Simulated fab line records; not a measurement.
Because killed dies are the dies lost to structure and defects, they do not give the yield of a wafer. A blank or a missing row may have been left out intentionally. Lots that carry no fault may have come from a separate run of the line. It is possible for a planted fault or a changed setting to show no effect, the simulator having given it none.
fab line records | flow n5-finfet | part 2 of 2: steps 24 to 27 of 27
record lots=6 | wafers=18 | last-day=18
route steps=1938 shown BEOL_M0_SAQP@642 BEOL_M4@1111
lots that met no fault: taken from a fault-free run of the same line
start-h: hours from the record's opening day to when the first of the lot's shown wafers began | wait-h: how many hours have passed since the lot's step before this one | " same as the row above | L1.1+2: several wafers, shown together as one row | - no value, or no start was given | * or withheld: withheld | < > ~ a bound
route shown NAME@n: names a module that has steps shown in the file, with the first one's number in the route | usual: average and standard deviation across the fault-free wafers | same: alike in all rows | chamber/n: place in a boat | sites: per-site readings | _std_site: the standard deviation of these | _edge_site: the outer-site mean with the inner-site mean subtracted | radius-mm: how far each site lies from the wafer's centre | mask NAME#n: copy n | behind: the most recent tool/chamber to have shaped the wafer | hold: what put the lot on hold/how long, in hours/how the hold closed | device: which transistor (n, p or np) failed to switch | end of line: tests of these same wafers at the route's end | where a step has no rows: the recipe by itself | killed: the dies lost at the first sort to structure and to defects; this is not the yield of the wafer | map: dies across one wafer; x = killed, . = not, _ = none there
set.NAME: setting as actually run; set.NAME@STEP: the setting as run at that earlier step | model.NAME: the simulator's own value behind a step, which no gauge read
certain route steps with their lots: each step a table, each wafer a row
services: when a tool's chamber went out of use (start-h, in hours from the record's first day, below 0 if earlier), for how many hours, and the reason
## steps
# step N5_BEOL_M0_SAQP_MANDREL1_REMOVE_100
# recipe chemistry=HBr/Cl2/O2 | bt-time-s=10 | target=a-Si | stop-on=SiNx | endpoint=OES-SiCl | over-etch-frac=0.85 | icp-w=600 | bias-w=30 | HBr_flow_sccm=150 | Cl2_flow_sccm=80 | O2_flow_sccm=5 | pressure-mtorr=10
# usual drypump-motor-current-A=5.8/0.44 | oes-product-au=1.000/0.022 | throttle-valve-pct=36.63/0.29
lot.wafer | tool      | chamber | start-h | wait-h | drypump-motor-current-A | oes-product-au | rf-hours-counter-h | throttle-valve-pct
L645.1    | rie-si-06 | 3       | 118.11  | 0.1    | 6.0                     | 0.978          | 182                | 37.08
L645.4    | "         | 1       | "       | "      | 5.7                     | 1.035          | 179                | 36.87
L645.5    | "         | 2       | "       | "      | 5.0                     | 1.005          | -                  | 36.19
L648.2    | rie-si-06 | 2       | 135.02  | 0.1    | 5.0                     | 0.374          | 158                | 36.20
L648.3    | "         | 0       | "       | "      | 5.8                     | 0.374          | 12                 | 36.48
L648.5    | "         | 1       | "       | "      | 5.7                     | 0.388          | -                  | 36.87
L649.2    | rie-si-06 | 1       | 139.42  | 0.1    | 5.7                     | 0.383          | 179                | 36.85
L649.4    | "         | 2       | "       | "      | 5.0                     | 0.378          | 158                | 36.19
L649.6    | "         | 0       | "       | "      | 5.9                     | 0.373          | -                  | 36.48
L658.3    | rie-si-01 | 3       | 194.64  | 0.1    | 5.9                     | 1.007          | 21                 | 36.68
L658.5    | "         | 1       | "       | "      | 6.0                     | 0.976          | -                  | 36.32
L658.6    | "         | 2       | "       | "      | 6.5                     | 0.992          | -                  | 36.46
L659.1    | rie-si-01 | 0       | 207.60  | 0.1    | 6.2                     | 1.034          | 37                 | 37.09
L659.4    | "         | 1       | "       | "      | 6.1                     | 0.968          | -                  | 36.31
L659.6    | "         | 3       | "       | "      | 5.9                     | 0.995          | -                  | 36.66
L663.1    | rie-si-01 | 3       | 235.78  | 0.1    | 5.8                     | 1.001          | 22                 | 36.68
L663.2    | "         | 1       | "       | "      | 6.0                     | 0.975          | 8                  | 36.33
L663.6    | "         | 0       | "       | "      | 6.2                     | 1.036          | -                  | 37.07
# step N5_BEOL_M0_SAQP_CD_MEAS_25
# recipe target-cd-nm=13.1 | landing-energy-ev=1000 | detector=se-inlens
# usual cd-nm=12.82/0.23
lot.wafer | tool      | chamber | start-h | wait-h | cd-nm
L645.1    | cd-sem-03 | 0       | 118.22  | 0.1    | 12.56
L645.4    | "         | 0       | "       | "      | 12.89
L645.5    | "         | 0       | "       | "      | 12.88
L648.2    | cd-sem-01 | 0       | 135.13  | 0.1    | -
L648.3    | "         | 0       | "       | "      | -
L648.5    | "         | 0       | "       | "      | -
L649.2    | cd-sem-03 | 0       | 139.53  | 0.1    | -
L649.4    | "         | 0       | "       | "      | -
L649.6    | "         | 0       | "       | "      | -
L658.3    | cd-sem-02 | 0       | 194.76  | 0.1    | 12.73
L658.5    | "         | 0       | "       | "      | 13.03
L658.6    | "         | 0       | "       | "      | 12.64
L659.1    | cd-sem-02 | 0       | 207.72  | 0.1    | 12.71
L659.4    | "         | 0       | "       | "      | 12.70
L659.6    | "         | 0       | "       | "      | 12.57
L663.1    | cd-sem-03 | 0       | 235.89  | 0.1    | 12.82
L663.2    | "         | 0       | "       | "      | 12.86
L663.6    | "         | 0       | "       | "      | 13.07
# step N5_BEOL_M0_SAQP_ETCH_101
# recipe chemistry=CH3F/O2 | target=SiNx | mask-material=SiO2 | target-depth-a=299 | time-s=42.7 | pressure-mtorr=30 | source-w=395 | bias-w=73 | Ar_flow_sccm=150 | CH3F_flow_sccm=30 | O2_flow_sccm=20 | ion-energy-ev=120
# usual CH3F_flow_sccm=30.01/0.081 | O2_flow_sccm=19.99/0.057 | drypump-motor-current-A=5.7/0.44 | oes_f_703_au=0.80/0.096 | oes-product-au=0.80/0.098 | rf-vpp-V=296.5/2.8 | showerhead-plenum-p-Torr=2.00/0.065 | throttle-valve-pct=16.42/0.24
lot.wafer | tool        | chamber | start-h | wait-h | CH3F_flow_sccm | O2_flow_sccm | drypump-motor-current-A | oes_f_703_au | oes-product-au | rf-hours-counter-h | rf-vpp-V | showerhead-plenum-p-Torr | throttle-valve-pct
L645.1    | rie-diel-02 | 1       | 118.34  | 0.1    | 30.05          | 20.05        | 6.3                     | 0.95         | 0.95           | 6                  | 296.4    | 2.05                     | 16.04
L645.4    | "           | 2       | "       | "      | 29.84          | 19.96        | 6.0                     | 0.77         | 0.76           | 145                | 297.1    | 2.09                     | 16.45
L645.5    | "           | 0       | "       | "      | 29.98          | 20.09        | 5.6                     | 1.02         | 1.00           | -                  | 295.4    | 1.97                     | 16.15
L648.2    | rie-diel-03 | 1       | 135.17  | 0.0    | 29.87          | 19.99        | 6.0                     | 0.73         | 0.73           | 207                | 301.3    | 2.07                     | 16.47
L648.3    | "           | 2       | "       | "      | 30.00          | 20.00        | 5.3                     | 0.71         | 0.71           | 225                | 297.8    | 1.89                     | 16.58
L648.5    | "           | 0       | "       | "      | 30.03          | 19.89        | 4.8                     | 0.84         | 0.87           | -                  | 297.2    | 1.97                     | 16.13
L649.2    | rie-diel-06 | 1       | 139.57  | 0.0    | 30.06          | 20.01        | 5.6                     | 0.71         | 0.72           | 202                | 300.1    | 2.07                     | 16.74
L649.4    | "           | 2       | "       | "      | 29.98          | 20.02        | 6.5                     | 0.77         | 0.76           | 153                | 294.7    | 1.92                     | 16.22
L649.6    | "           | 2       | "       | "      | 30.06          | 20.05        | 6.4                     | 0.78         | 0.77           | -                  | 292.1    | 1.92                     | 16.20
L658.3    | rie-diel-02 | 0       | 194.79  | 0.0    | 29.99          | 19.99        | 5.6                     | 0.93         | 0.92           | 22                 | 293.5    | 1.97                     | 16.20
L658.5    | "           | 1       | "       | "      | 30.09          | 19.99        | 6.3                     | 0.89         | 0.89           | -                  | 295.3    | 2.05                     | 16.10
L658.6    | "           | 0       | "       | "      | 30.08          | 20.07        | 5.6                     | 0.92         | 0.92           | -                  | 292.4    | 1.97                     | 16.22
L659.1    | rie-diel-03 | 2       | 207.76  | 0.0    | 29.98          | 19.95        | 5.3                     | 0.70         | 0.70           | 245                | 296.6    | 1.88                     | 16.62
L659.4    | "           | 0       | "       | "      | 29.89          | 19.95        | 4.7                     | 0.82         | 0.83           | 49                 | 295.5    | 1.96                     | 16.18
L659.6    | "           | 2       | "       | "      | 30.08          | 20.08        | 5.3                     | 0.70         | 0.70           | -                  | 296.3    | 1.88                     | 16.62
L663.1    | rie-diel-06 | 0       | 235.93  | 0.0    | 29.98          | 20.07        | 5.2                     | 0.92         | 0.91           | 25                 | 293.7    | 1.97                     | 16.17
L663.2    | "           | 2       | "       | "      | 30.05          | 19.92        | 6.4                     | 0.76         | 0.74           | 174                | 294.6    | 1.91                     | 16.25
L663.6    | "           | 2       | "       | "      | 30.14          | 19.96        | 6.4                     | 0.76         | 0.74           | -                  | 293.6    | 1.91                     | 16.24
# step N5_BEOL_M4_RC_MEAS_101
# usual DIBL_N=36.6/1.3 | DIBL_P=36.4/1.4 | IOFF_N=0.167/0.023 | IOFF_P=0.219/0.029 | ION_N=678/8.7 | ION_P=464/6.4 | SS_N=71.5/0.53 | SS_P=73.4/0.57 | VT_N=248.5/2.8 | VT_P=-249/3.1
lot.wafer | tool      | chamber | start-h | wait-h | DIBL_N[mV/V] | DIBL_P[mV/V] | IOFF_N[nA/um] | IOFF_P[nA/um] | ION_N[uA/um] | ION_P[uA/um] | SS_N[mV/dec] | SS_P[mV/dec] | VT_N[mV] | VT_P[mV]
L645.1    | prober-01 | 0       | 198.19  | 0.0    | 38.5         | 37.0         | 0.201         | 0.252         | 683          | 467          | 70.7         | 74.1         | 245.5    | -250
L645.4    | "         | 0       | "       | "      | 37.8         | 36.0         | 0.178         | 0.226         | 685          | 471          | 71.1         | 73.1         | 247.7    | -250
L645.5    | "         | 0       | "       | "      | 37.7         | 36.6         | 0.184         | 0.242         | 685          | 473          | 71.5         | 74.0         | 246.7    | -246
L659.1    | prober-02 | 0       | 296.68  | 0.0    | 37.5         | 37.2         | 0.187         | 0.261         | 679          | 465          | 72.4         | 73.6         | 246.6    | -245
L659.4    | "         | 0       | "       | "      | 36.0         | 35.6         | 0.158         | 0.239         | 674          | 468          | 71.2         | 73.8         | 250.5    | -246
L659.6    | "         | 0       | "       | "      | 38.3         | 37.8         | 0.201         | 0.270         | 672          | 463          | 71.8         | 74.3         | 247.1    | -246
L658.3    | prober-01 | 0       | 308.82  | 0.3    | 37.4         | 37.2         | 0.193         | 0.231         | 675          | 461          | 71.2         | 73.1         | 246.4    | -248
L658.5    | "         | 0       | "       | "      | 35.9         | 35.8         | 0.157         | 0.210         | 670          | 457          | 71.6         | 73.3         | 249.6    | -249
L658.6    | "         | 0       | "       | "      | 35.7         | 35.4         | 0.152         | 0.201         | 677          | 460          | 71.9         | 73.5         | 249.6    | -251
L663.1    | prober-01 | 0       | 329.98  | 0.0    | 35.8         | 36.1         | 0.147         | 0.208         | 669          | 460          | 71.8         | 73.2         | 248.5    | -251
L663.2    | "         | 0       | "       | "      | 36.4         | 37.0         | 0.156         | 0.211         | 675          | 469          | 71.3         | 73.5         | 250.8    | -251
L663.6    | "         | 0       | "       | "      | 36.7         | 37.4         | 0.166         | 0.222         | 673          | 463          | 72.1         | 73.4         | 246.6    | -251
## services
tool          | chamber | start-h | hours | kind
rie-diel-03   | 1       | 92.93   | 14.9  | repair
rie-diel-02   | 0       | 102.04  | -     | clean
rie-diel-02   | 0       | 102.04  | -     | consumable-replace:focus-ring
rie-diel-02   | 0       | 102.04  | 16.1  | scheduled-down
vapor-etch-01 | -       | 111.37  | 14.6  | pm
rie-diel-06   | 0       | 120.08  | -     | clean
rie-diel-06   | 0       | 120.08  | -     | consumable-replace:focus-ring
rie-diel-06   | 0       | 120.08  | 16.2  | scheduled-down
rie-diel-06   | 0       | 120.08  | 16.2  | vent-cycle
rie-si-03     | 0       | 120.10  | 18.1  | repair
rie-diel-06   | 2       | 125.76  | 11.1  | repair
rie-diel-03   | 1       | 145.19  | 1.6   | repair
rie-diel-06   | -       | 158.33  | 2.8   | pm
rie-diel-06   | 2       | 163.27  | 9.2   | repair
rie-si-03     | 1       | 175.68  | 21.4  | repair
rie-diel-03   | -       | 177.21  | 0.8   | repair
ald-sin-04    | -       | 178.82  | 14.0  | pm
rie-si-01     | 3       | 180.49  | 1.5   | repair
rie-si-01     | 0       | 188.76  | 7.2   | repair
rie-si-01     | 2       | 200.85  | 7.7   | repair
ald-sin-01    | -       | 211.62  | 0.5   | repair
rie-diel-02   | 2       | 214.00  | 6.4   | repair
rie-diel-02   | 1       | 219.30  | 40.8  | repair
rie-si-03     | -       | 226.77  | 0.5   | repair
## key
first-sign step=N5_BEOL_M0_SAQP_ETCH_84 | reading=tool-record | direction=missing
effect step=N5_BEOL_M0_SAQP_HM_OPEN_112 | reading=oes-product-au | direction=down | sigmas=3.6 | usual=0.52 | struck=0.31
effect step=N5_BEOL_M0_SAQP_MANDREL_ETCH_20 | reading=oes-product-au | direction=down | sigmas=27 | usual=0.772 | struck=0.323
effect step=N5_BEOL_M0_SAQP_SPACER1_ETCHBACK_99 | reading=oes-product-au | direction=down | sigmas=5.4 | usual=0.80 | struck=0.28
effect step=N5_BEOL_M0_SAQP_MANDREL1_REMOVE_100 | reading=oes-product-au | direction=down | sigmas=29 | usual=1.000 | struck=0.378
effect step=N5_BEOL_M0_SAQP_CD_MEAS_25 | reading=cd-nm | direction=missing
model-effect step=N5_BEOL_M0_SAQP_ETCH_84 | value=CAR-ArF_of_BEOL_M0_SAQP_COAT_08.thk-nm | without=0 | struck=55.37
model-effect step=N5_BEOL_M0_SAQP_HM_OPEN_112 | value=SiARC_of_BEOL_M0_SAQP_COAT_82.thk-nm | without=4.767 | struck=10.53
met-at N5_BEOL_M0_SAQP_ETCH_84
struck-wafers L648.2,L648.3,L648.5,L649.2,L649.4,L649.6
later-rows-left-out L648.2,L648.3,L648.5,L649.2,L649.4,L649.6
sort-left-out L648.2,L648.3,L648.5,L649.2,L649.4,L649.6
onset-between 116.34 133.39
fault kind=skipped-step-whole | tool=rie-diel-02,rie-diel-06 | chamber=- | onset-h=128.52 | steps=N5_BEOL_M0_SAQP_ETCH_84 | scope=struck-lots-only
# sort-left-out: the simulated sort isn't trusted on such a fault, so these wafers' sort isn't shown, and their yield isn't known
# later-rows-left-out: the simulator's readings of these wafers behind a module that went badly wrong aren't trusted and aren't shown, but for the sort
